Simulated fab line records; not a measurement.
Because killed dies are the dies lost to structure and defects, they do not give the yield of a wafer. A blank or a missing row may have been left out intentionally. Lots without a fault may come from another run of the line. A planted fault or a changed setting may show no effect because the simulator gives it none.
Which tool is to blame? :: flow nand_harc :: 11 lots with 33 wafers sampled at 5 steps, on a route of 1159 steps

== WHAT THE GAUGES SHOWED, per wafer ==
NHARC_END_SORT_01. Usual: defect_limited_yield 95.0 %, standard deviation 1.7; killed_at_array 29, standard deviation 12; killed_at_other 0.7, standard deviation 1; killed_at_periphery 4, standard deviation 3.2; killed_dies 34, standard deviation 12; killed_open 3.4, standard deviation 2; killed_short 1.8, standard deviation 1.3; sort_bin_2_pct 1.6 %, standard deviation 0.7; sort_bin_3_pct 0.26 %, standard deviation 0.23; sort_bin_4_pct 3.1 %, standard deviation 1.1; sort_n_pass 643, standard deviation 12; sort_rim_yield_pct 96.4 %, standard deviation 2.6; sort_yield_pct 95.0 %, standard deviation 1.7.
lot: L297
measured: day 20 05:43
on: prober-02
defect_limited_yield (%): 95.9 96.3 95.6
killed_at_array: 23 21 27
killed_at_other: 1 0 0
killed_at_periphery: 4 4 3
killed_dies: 28 25 30
killed_open: 5 3 3
killed_short: 1 0 1
sort_bin_2_pct (%): 1.8 1.2 1.5
sort_bin_3_pct (%): 0 0.30 0.15
sort_bin_4_pct (%): 2.4 2.2 2.8
sort_n_pass: 649 652 647
sort_rim_yield_pct (%): 95.3 95.3 97.2
sort_yield_pct (%): 95.9 96.3 95.6
flag: 

lot: L308
measured: day 23 03:43
on: prober-01
defect_limited_yield (%): 96.8 96.6 97.8
killed_at_array: 19 22 14
killed_at_other: 0 1 0
killed_at_periphery: 3 0 1
killed_dies: 22 23 15
killed_open: 2 1 2
killed_short: 0 2 2
sort_bin_2_pct (%): 0.3 1.2 0.9
sort_bin_3_pct (%): 0 0.15 0.15
sort_bin_4_pct (%): 3.0 2.1 1.2
sort_n_pass: 655 654 662
sort_rim_yield_pct (%): 98.1 97.2 97.2
sort_yield_pct (%): 96.8 96.6 97.8
flag: 

lot: L312
measured: day 24 00:22
on: prober-01
defect_limited_yield (%): 93.4 94.5 94.4
killed_at_array: 29 23 27
killed_at_other: 0 1 2
killed_at_periphery: 16 13 9
killed_dies: 45 37 38
killed_open: 4 2 3
killed_short: 4 0 2
sort_bin_2_pct (%): 2.5 1.3 2.1
sort_bin_3_pct (%): 0.15 0.30 0.15
sort_bin_4_pct (%): 4.0 3.8 3.4
sort_n_pass: 632 640 639
sort_rim_yield_pct (%): 93.4 93.4 92.5
sort_yield_pct (%): 93.4 94.5 94.4
flag: 

lot: L311
measured: day 23 16:32
on: prober-02
defect_limited_yield (%): 96.2 93.5 93.5
killed_at_array: 25 41 38
killed_at_other: 1 0 0
killed_at_periphery: 0 3 6
killed_dies: 26 44 44
killed_open: 3 7 4
killed_short: 0 2 3
sort_bin_2_pct (%): 1.5 1.8 3.0
sort_bin_3_pct (%): 0.15 0.15 0
sort_bin_4_pct (%): 2.2 4.6 3.5
sort_n_pass: 651 633 633
sort_rim_yield_pct (%): 91.5 97.2 88.7
sort_yield_pct (%): 96.2 93.5 93.5
flag: 

lot: L313
measured: day 23 17:20
on: prober-01
defect_limited_yield (%): 92.3 94.7 93.4
killed_at_array: 46 28 39
killed_at_other: 0 0 0
killed_at_periphery: 6 8 6
killed_dies: 52 36 45
killed_open: 5 1 1
killed_short: 1 1 2
sort_bin_2_pct (%): 2.4 2.7 1.6
sort_bin_3_pct (%): 0.44 0.15 0.59
sort_bin_4_pct (%): 4.9 2.5 4.4
sort_n_pass: 625 641 632
sort_rim_yield_pct (%): 98.1 100.0 96.2
sort_yield_pct (%): 92.3 94.7 93.4
flag: 

== WHAT TOOL EACH LOT RAN ON (gives the tool, then ch and the chambers of the sampled wafers, and finally the start) ==
lot: L297
NHARC_P_M1_PRE_CLEAN_30: pvd_sputter-03, day 6 13:36 or earlier
NHARC_P_M1_PRE_CLEAN_32: pecvd-02 ch 0,1,2, day 6 13:36
NHARC_P_M2_SOFTBAKE_04: litho_track-06 ch 0, day 6 14:00
NHARC_P_M2_ETCH_35: rie_diel-09 ch 2,3, day 6 15:20

lot: L296
NHARC_P_M1_PRE_CLEAN_30: pvd_sputter-01, day 6 14:17 or earlier
NHARC_P_M1_PRE_CLEAN_32: pecvd-03 ch 1,2, day 6 14:17
NHARC_P_M2_SOFTBAKE_04: litho_track-06 ch 0, day 6 15:00
NHARC_P_M2_ETCH_35: rie_diel-04 ch 0,3, day 6 15:55

lot: L298
NHARC_P_M1_PRE_CLEAN_30: pvd_sputter-03, day 6 14:56 or earlier
NHARC_P_M1_PRE_CLEAN_32: pecvd-02 ch 1,2, day 6 14:56
NHARC_P_M2_SOFTBAKE_04: litho_track-04 ch 0, day 6 15:00
NHARC_P_M2_ETCH_35: rie_diel-09 ch 2,3, day 6 16:33

lot: L299
NHARC_P_M1_PRE_CLEAN_30: pvd_sputter-02, day 6 21:10 or earlier
NHARC_P_M1_PRE_CLEAN_32: pecvd-02 ch 0,1, day 6 21:10
NHARC_P_M2_SOFTBAKE_04: litho_track-06 ch 0, day 6 22:00
NHARC_P_M2_ETCH_35: rie_diel-04 ch 0,1,3, day 6 22:48

lot: L300
NHARC_P_M1_PRE_CLEAN_30: pvd_sputter-02, day 7 09:23 or earlier
NHARC_P_M1_PRE_CLEAN_32: pecvd-04 ch 0,1,2, day 7 09:23
NHARC_P_M2_SOFTBAKE_04: litho_track-06 ch 0, day 7 10:00
NHARC_P_M2_ETCH_35: rie_diel-09 ch 0,2,3, day 7 11:00

lot: L301
NHARC_P_M1_PRE_CLEAN_30: pvd_sputter-02, day 7 14:46 or earlier
NHARC_P_M1_PRE_CLEAN_32: pecvd-03 ch 0,1,2, day 7 14:46
NHARC_P_M2_SOFTBAKE_04: litho_track-04 ch 0, day 7 15:00
NHARC_P_M2_ETCH_35: rie_diel-02 ch 0,1,3, day 7 16:20

lot: L308
NHARC_P_M1_PRE_CLEAN_30: pvd_sputter-01, day 10 02:54 or earlier
NHARC_P_M1_PRE_CLEAN_32: pecvd-02 ch 1,2, day 10 02:54
NHARC_P_M2_SOFTBAKE_04: litho_track-01 ch 0, day 10 03:00
NHARC_P_M2_ETCH_35: rie_diel-09 ch 2,3, day 10 04:28

lot: L312
NHARC_P_M1_PRE_CLEAN_30: pvd_sputter-03, day 10 04:03 or earlier
NHARC_P_M1_PRE_CLEAN_32: pecvd-02 ch 0,1,2, day 10 04:03
NHARC_P_M2_SOFTBAKE_04: litho_track-06 ch 0, day 10 04:00
NHARC_P_M2_ETCH_35: rie_diel-09 ch 0,3, day 10 05:40

lot: L311
NHARC_P_M1_PRE_CLEAN_30: pvd_sputter-01, day 10 05:00 or earlier
NHARC_P_M1_PRE_CLEAN_32: pecvd-03 ch 0,1,2, day 10 05:00
NHARC_P_M2_SOFTBAKE_04: litho_track-01 ch 0, day 10 05:00
NHARC_P_M2_ETCH_35: rie_diel-09 ch 1,2,3, day 10 06:28

lot: L313
NHARC_P_M1_PRE_CLEAN_30: pvd_sputter-03, day 10 12:50 or earlier
NHARC_P_M1_PRE_CLEAN_32: pecvd-02 ch 0,2, day 10 12:50
NHARC_P_M2_SOFTBAKE_04: litho_track-06 ch 0, day 10 13:00
NHARC_P_M2_ETCH_35: rie_diel-09 ch 0,3, day 10 14:19

lot: L314
NHARC_P_M1_PRE_CLEAN_30: pvd_sputter-01, day 10 19:57 or earlier
NHARC_P_M1_PRE_CLEAN_32: pecvd-02 ch 0,1,2, day 10 19:57
NHARC_P_M2_SOFTBAKE_04: litho_track-06 ch 0, day 10 20:00
NHARC_P_M2_ETCH_35: rie_diel-09 ch 0,2,3, day 10 21:32
- NHARC_P_M1_PRE_CLEAN_30: time 30 s.
- NHARC_P_M1_PRE_CLEAN_32: time 12 s.
- NHARC_P_M2_SOFTBAKE_04: time 55 s.
- NHARC_P_M2_ETCH_35: etches the open film in N2/H2, target depth 40 nm, overetch 12 nm, time 43.94 s.

== WHAT THE TOOLS THEMSELVES READ (means of the sampled wafers that have a number; where no wafer has one, the mark that the record gives instead) ==
NHARC_P_M1_PRE_CLEAN_30. Usual: heater_power_w reads 426 W (standard deviation 40).
lot: L297
tool: pvd_sputter-03
heater_power_w (W): 384
flag: 

lot: L296
tool: pvd_sputter-01
heater_power_w (W): 457
flag: 

lot: L298
tool: pvd_sputter-03
heater_power_w (W): 406
flag: 

lot: L299
tool: pvd_sputter-02
heater_power_w (W): 398
flag: 

lot: L300
tool: pvd_sputter-02
heater_power_w (W): 434
flag: 

lot: L301
tool: pvd_sputter-02
heater_power_w (W): 438
flag: 

lot: L308
tool: pvd_sputter-01
heater_power_w (W): 432
flag: 

lot: L312
tool: pvd_sputter-03
heater_power_w (W): 397
flag: 

lot: L311
tool: pvd_sputter-01
heater_power_w (W): 461
flag: 

lot: L313
tool: pvd_sputter-03
heater_power_w (W): 394
flag: 

lot: L314
tool: pvd_sputter-01
heater_power_w (W): 454
flag: 

NHARC_P_M1_PRE_CLEAN_32. Usual: heater_power_outer_w 403 W, standard deviation 63; heater_power_w 662 W, standard deviation 78.
lot: L297
tool: pecvd-02
heater_power_outer_w (W): 455
heater_power_w (W): 732
flag: 

lot: L296
tool: pecvd-03
heater_power_outer_w (W): 353
heater_power_w (W): 635
flag: 

lot: L298
tool: pecvd-02
heater_power_outer_w (W): 424
heater_power_w (W): 694
flag: 

lot: L299
tool: pecvd-02
heater_power_outer_w (W): 504
heater_power_w (W): 790
flag: 

lot: L300
tool: pecvd-04
heater_power_outer_w (W): 359
heater_power_w (W): 623
flag: 

lot: L301
tool: pecvd-03
heater_power_outer_w (W): 398
heater_power_w (W): 686
flag: 

lot: L308
tool: pecvd-02
heater_power_outer_w (W): 440
heater_power_w (W): 708
flag: 

lot: L312
tool: pecvd-02
heater_power_outer_w (W): 449
heater_power_w (W): 710
flag: 

lot: L311
tool: pecvd-03
heater_power_outer_w (W): 398
heater_power_w (W): 668
flag: 

lot: L313
tool: pecvd-02
heater_power_outer_w (W): 415
heater_power_w (W): 662
flag: 

lot: L314
tool: pecvd-02
heater_power_outer_w (W): 403
heater_power_w (W): 653
flag: 

NHARC_P_M2_SOFTBAKE_04. Usual: heater_power_total_W 188.45 W, standard deviation 0.14; plate_temp_C 104.96 C, standard deviation 0.13.
lot: L297
tool: litho_track-06
heater_power_total_W (W): 188.61
plate_temp_C (C): 105.09
flag: 

lot: L296
tool: litho_track-06
heater_power_total_W (W): 188.39
plate_temp_C (C): 104.93
flag: 

lot: L298
tool: litho_track-04
heater_power_total_W (W): 188.35
plate_temp_C (C): 104.80
flag: 

lot: L299
tool: litho_track-06
heater_power_total_W (W): 188.31
plate_temp_C (C): 104.92
flag: 

lot: L300
tool: litho_track-06
heater_power_total_W (W): 188.40
plate_temp_C (C): 105.13
flag: 

lot: L301
tool: litho_track-04
heater_power_total_W (W): 188.42
plate_temp_C (C): 104.91
flag: 

lot: L308
tool: litho_track-01
heater_power_total_W (W): 202.71
plate_temp_C (C): 110.77
flag: OFF

lot: L312
tool: litho_track-06
heater_power_total_W (W): 188.44
plate_temp_C (C): 104.85
flag: 

lot: L311
tool: litho_track-01
heater_power_total_W (W): 202.61
plate_temp_C (C): 110.78
flag: OFF

lot: L313
tool: litho_track-06
heater_power_total_W (W): 188.48
plate_temp_C (C): 105.15
flag: 

lot: L314
tool: litho_track-06
heater_power_total_W (W): 188.48
plate_temp_C (C): 104.94
flag: 

NHARC_P_M2_ETCH_35. Usual: bias_w 150.0 W, standard deviation 0.43; drypump_motor_current_A 5.6 A, standard deviation 0.33; mfc_ar_sccm 0.012 sccm, standard deviation 0.0089; n2_flow_sccm 150.0 sccm, standard deviation 0.47; oes_product_au 0.998 a.u., standard deviation 0.0069; rf_vpp_V 429.1 V, standard deviation 2.5; showerhead_plenum_p_Torr 1.99 Torr, standard deviation 0.088; throttle_valve_pct 14.172 %, standard deviation 0.0097.
lot: L297
tool: rie_diel-09
bias_w (W): 150.0
drypump_motor_current_A (A): 5.6
mfc_ar_sccm (sccm): 0.015
n2_flow_sccm (sccm): 149.7
oes_product_au (a.u.): 0.994
rf_vpp_V (V): 427.6
showerhead_plenum_p_Torr (Torr): 1.93
throttle_valve_pct (%): 14.163
flag: 

lot: L296
tool: rie_diel-04
bias_w (W): 149.7
drypump_motor_current_A (A): 5.4
mfc_ar_sccm (sccm): 0.016
n2_flow_sccm (sccm): 150.1
oes_product_au (a.u.): 1.000
rf_vpp_V (V): 428.3
showerhead_plenum_p_Torr (Torr): 1.97
throttle_valve_pct (%): 14.182
flag: 

lot: L298
tool: rie_diel-09
bias_w (W): 150.5
drypump_motor_current_A (A): 5.5
mfc_ar_sccm (sccm): 0.012
n2_flow_sccm (sccm): 150.3
oes_product_au (a.u.): 1.002
rf_vpp_V (V): 426.1
showerhead_plenum_p_Torr (Torr): 1.92
throttle_valve_pct (%): 14.168
flag: 

lot: L299
tool: rie_diel-04
bias_w (W): 150.1
drypump_motor_current_A (A): 5.5
mfc_ar_sccm (sccm): 0.012
n2_flow_sccm (sccm): 150.3
oes_product_au (a.u.): 1.001
rf_vpp_V (V): 428.7
showerhead_plenum_p_Torr (Torr): 1.98
throttle_valve_pct (%): 14.164
flag: 

lot: L300
tool: rie_diel-09
bias_w (W): 149.6
drypump_motor_current_A (A): 5.6
mfc_ar_sccm (sccm): 0.017
n2_flow_sccm (sccm): 150.0
oes_product_au (a.u.): 0.991
rf_vpp_V (V): 427.9
showerhead_plenum_p_Torr (Torr): 1.95
throttle_valve_pct (%): 14.165
flag: 

lot: L301
tool: rie_diel-02
bias_w (W): 149.7
drypump_motor_current_A (A): 6.1
mfc_ar_sccm (sccm): 0.007
n2_flow_sccm (sccm): 149.9
oes_product_au (a.u.): 1.008
rf_vpp_V (V): 427.6
showerhead_plenum_p_Torr (Torr): 1.92
throttle_valve_pct (%): 14.163
flag: 

lot: L308
tool: rie_diel-09
bias_w (W): 150.2
drypump_motor_current_A (A): 5.6
mfc_ar_sccm (sccm): 0.015
n2_flow_sccm (sccm): 150.0
oes_product_au (a.u.): 0.997
rf_vpp_V (V): 428.2
showerhead_plenum_p_Torr (Torr): 1.93
throttle_valve_pct (%): 14.166
flag: 

lot: L312
tool: rie_diel-09
bias_w (W): 150.0
drypump_motor_current_A (A): 5.6
mfc_ar_sccm (sccm): 0.015
n2_flow_sccm (sccm): 150.0
oes_product_au (a.u.): 0.993
rf_vpp_V (V): 427.1
showerhead_plenum_p_Torr (Torr): 1.93
throttle_valve_pct (%): 14.177
flag: 

lot: L311
tool: rie_diel-09
bias_w (W): 150.2
drypump_motor_current_A (A): 5.7
mfc_ar_sccm (sccm): 0.009
n2_flow_sccm (sccm): 150.2
oes_product_au (a.u.): 1.005
rf_vpp_V (V): 429.2
showerhead_plenum_p_Torr (Torr): 2.00
throttle_valve_pct (%): 14.180
flag: 

lot: L313
tool: rie_diel-09
bias_w (W): 150.0
drypump_motor_current_A (A): 5.6
mfc_ar_sccm (sccm): 0.015
n2_flow_sccm (sccm): 150.0
oes_product_au (a.u.): 0.993
rf_vpp_V (V): 428.4
showerhead_plenum_p_Torr (Torr): 1.93
throttle_valve_pct (%): 14.168
flag: 

lot: L314
tool: rie_diel-09
bias_w (W): 150.1
drypump_motor_current_A (A): 5.6
mfc_ar_sccm (sccm): 0.017
n2_flow_sccm (sccm): 150.3
oes_product_au (a.u.): 0.994
rf_vpp_V (V): 428.0
showerhead_plenum_p_Torr (Torr): 1.95
throttle_valve_pct (%): 14.173
flag: 

== THE ANSWER, worked out from the rows above alone ==
Rule: a lot counts as off when the mean over its wafers that have a number is more than 3 standard deviations away from the usual mean. Also off: a lot with no number at a reading for which 4 or more lots have one. The other lots that the step has rows for count as sound. First the gauges in route order, then the tools' own readings, where a lot's mean is used as printed above. The first step at which some lot is off is used, and at that step the reading that is off furthest; a lot without a number counts as furthest.
Off: L308, L311 (NHARC_P_M2_SOFTBAKE_04, heater_power_total_W).
A tool fits if, at that step or a process step before it, it ran every lot that is off, and no sound lot after the first of them. With no start given for some of its lots, NHARC_P_M1_PRE_CLEAN_30 uses the hours and lot order of NHARC_P_M1_PRE_CLEAN_32. One fits: litho_track-01 at NHARC_P_M2_SOFTBAKE_04. It ran no sound lot before its first lot that is off in this sample, so the start can't be narrowed down.
The tool's own readings at NHARC_P_M2_SOFTBAKE_04 bear it out: on the lots that are off they differ by more than 5 times the standard deviation of the sound lots' means. heater_power_total_W reads 202.66 W there against 188.43 W on the sound lots; plate_temp_C reads 110.78 C there against 104.97 C on the sound lots.

== WHAT THE SIMULATOR HAD PUT IN ==
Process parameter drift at NHARC_P_M2_SOFTBAKE_04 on litho_track-01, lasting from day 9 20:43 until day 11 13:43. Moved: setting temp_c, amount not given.
Shown lots that were struck: L308, L311. Same finding as the rule above.
